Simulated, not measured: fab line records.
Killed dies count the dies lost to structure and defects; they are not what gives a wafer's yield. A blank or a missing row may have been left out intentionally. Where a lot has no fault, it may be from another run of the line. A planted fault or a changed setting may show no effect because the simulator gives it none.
Struck lot and sound lot, side by side    flow nand_harc    17 out of 1302 route steps
Sound: the wafers L816.2, L816.5, L816.6. Struck: wafer L830.6 (left out: L830.4, a lot-mate that was not struck); the cause follows at the end.
Each step with rows lists, per side, the tool, then ch with its chambers, then its first start. Under that, the readings that differ: sound wafers    struck wafers    difference of the means    sigmas: that difference in standard deviations of wafers without a fault.
alike: readings with means less than 2 such deviations apart, plus words and numbers identical on both sides. not compared: withheld readings, readings lacking a value on some wafer, bounds such as >300 that could conceal the same value, and numbers that have no deviation in the record and whose values overlap.
The two part at a step that has a row with sigmas, a row that says differs or no value, or rows on one side only. Numbers that don't overlap but have no deviation are shown without sigmas and don't part them. Lack of a reading on every wafer of one side parts them only where that side has two or more wafers.

NHARC_A_M1_INSPECT_11:
  sound on defect_inspect-01, day 24 05:29; struck on defect_inspect-01, day 30 09:59
reading           sound        struck  difference  sigmas
raw_defect_count  157 166 184  62      -107        -3
then, 1 step without rows for these wafers: NHARC_A_M1_DESCUM_14 (chemistry O2, time 3 s).
NHARC_A_M1_ETCH_35: etches the open film in N2/H2, target depth 40 nm, overetch 12 nm, time 43.94 s.
  sound on rie_diel-02 ch 1,2, day 24 05:38; struck on rie_diel-03 ch 3, day 30 10:10
  alike: bias_w, drypump_motor_current_A, oes_product_au, rf_vpp_V, showerhead_plenum_p_Torr, throttle_valve_pct
  not compared: rf_hours_counter_h
then, 1 step without rows for these wafers: NHARC_A_M1_ETCH_15 (etches the open film in C4F8/Ar, target depth 182.5 nm, time 91.2 s).
NHARC_A_M1_CD_MEAS_16:
  sound on cd_sem-03, day 24 05:52; struck on cd_sem-01, day 30 10:23
  alike: cd_nm
then, 3 steps without rows for these wafers: NHARC_A_M1_STRIP_18 (strips in N2/H2); NHARC_A_M1_ETCH_28 (etches the open film in CF4/N2, target depth 30 nm, time 72.99 s); NHARC_A_M1_STRIP_19 (strips in post etch residue remover, time 600 s).
NHARC_A_M1_DEGAS_29: time 60 s.
  sound on pvd_sputter-03, day 24 06:35; struck on pvd_sputter-02, day 30 11:07
  alike: heater_power_w
NHARC_A_M1_PRE_CLEAN_30: time 30 s.
  sound on pvd_sputter-03; struck on pvd_sputter-02
  alike: heater_power_w
then, 1 step without rows for these wafers: NHARC_A_M1_PVD_20 (deposits TaN, target thk 5 nm, time 8.06 s).
NHARC_A_M1_PVD_21: deposits Cu, target thk 30 nm, time 20.49 s.
  sound on pvd_sputter-03; struck on pvd_sputter-02
  alike: throttle_valve_pct
NHARC_A_M1_ECD_22: material Cu, target thk 400 nm.
  sound on ecd_cu-02 ch 0,1, day 24 06:56; struck on ecd_cu-02 ch 0,1, day 30 11:33
NHARC_A_M1_ANNEAL_31: time 90 s.
  sound on rtp_anneal-02 ch 0, day 24 07:22; struck on rtp_anneal-01 ch 0, day 30 11:59
  alike: wafer_temp_C_max
NHARC_A_M1_CMP_23: polishes, t overpolish 20 s, target thk 154.34 nm.
  sound on cmp-03 ch 0,1, day 24 07:40; struck on cmp-03 ch 1, day 30 12:16
reading                 sound           struck  difference  sigmas
motor_current_A (A)     14.0 14.3 10.8  10.5    -2.5        -2
time_to_endpoint_s (s)  26.4 26.3 26.0  9.7     -16.5       -6
NHARC_A_M1_THK_MEAS_24: measures by xrf.
  sound on film_metro-02, day 24 07:58; struck on film_metro-01, day 30 12:29
  alike: thk_nm
NHARC_END_SORT_01:
  the record has rows for the sound wafers here (prober-01 ch 0, day 25 16:47) and none for the struck ones

## WHERE THEY PART
Last at NHARC_END_SORT_01 as far as this record goes, first at NHARC_A_M1_INSPECT_11.

WHY: what had been put in by the simulator
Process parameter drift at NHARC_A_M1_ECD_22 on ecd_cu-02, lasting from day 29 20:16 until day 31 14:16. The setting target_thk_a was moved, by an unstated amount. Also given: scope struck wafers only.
